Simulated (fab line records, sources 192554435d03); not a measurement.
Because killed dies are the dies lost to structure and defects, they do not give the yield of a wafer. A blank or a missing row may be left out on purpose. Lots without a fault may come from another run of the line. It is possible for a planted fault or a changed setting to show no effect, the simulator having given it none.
Matching of chambers + flow n5 finfet + ald sin-03 running N5_STI_FIN_REVEAL_ALD_14: 4 sister chambers
The step deposits Si3N4, target thk 3 nm. 16 wafers are shown with their chamber, then 7 later ones without.

WAFERS, EACH WITH ITS CHAMBER
| wafer  | chamber | heater power w (W) |
|--------|---------|--------------------|
| L751.2 | 3       | 784                |
| L751.3 | 1       | 727                |
| L751.6 | 0       | 906                |
| L757.1 | 0       | 891                |
| L757.3 | 1       | 742                |
| L757.4 | 3       | 749                |
| L759.1 | 3       | 721                |
| L759.2 | 1       | 755                |
| L759.6 | 3       | 741                |
| L761.3 | 0       | 906                |
| L761.4 | 1       | 767                |
| L761.6 | 1       | 733                |
| L764.1 | 3       | 730                |
| L764.3 | 1       | 755                |
| L764.4 | 2       | 986                |
| L766.2 | 3       | 770                |

SIGNATURES (means of the wafers above)
| reading        | chamber 0 | chamber 1 | chamber 2 | chamber 3 | scatter within a chamber |
|----------------|-----------|-----------|-----------|-----------|--------------------------|
| heater power w | 901.00    | 746.50    | 986.00    | 749.17    | 18.6                     |
Rule: a wafer's distance from a chamber is the root of the sum, over the readings, of the square of ((its reading less the chamber's mean) divided by the reading's scatter). The wafer belongs to the nearest chamber; if the next one is less than 2 further off, it can't be placed. The scatter: the root of (the sum of the squares of (reading less its chamber's mean) over the shown wafers, divided by (wafers less chambers)).

WAFERS MISSING THEIR CHAMBER
| wafer  | heater power w (W) |
|--------|--------------------|
| L766.3 | 915                |
| L766.5 | 959                |
| L767.1 | 746                |
| L767.5 | 991                |
| L768.2 | 744                |
| L768.3 | 975                |
| L768.6 | 989                |

CHAMBER TAKEN BY EACH
| wafer  | from the rows above     | in truth |
|--------|-------------------------|----------|
| L766.3 | 0                       | 0        |
| L766.5 | can't be placed: 2 or 0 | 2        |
| L767.1 | can't be placed: 1 or 3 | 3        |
| L767.5 | 2                       | 2        |
| L768.2 | can't be placed: 1 or 3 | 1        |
| L768.3 | 2                       | 2        |
| L768.6 | 2                       | 2        |
4 of 7 placed correctly. From these rows, 3 cannot be placed; in 3 the true chamber is one of the candidates. 0 placed wrongly.
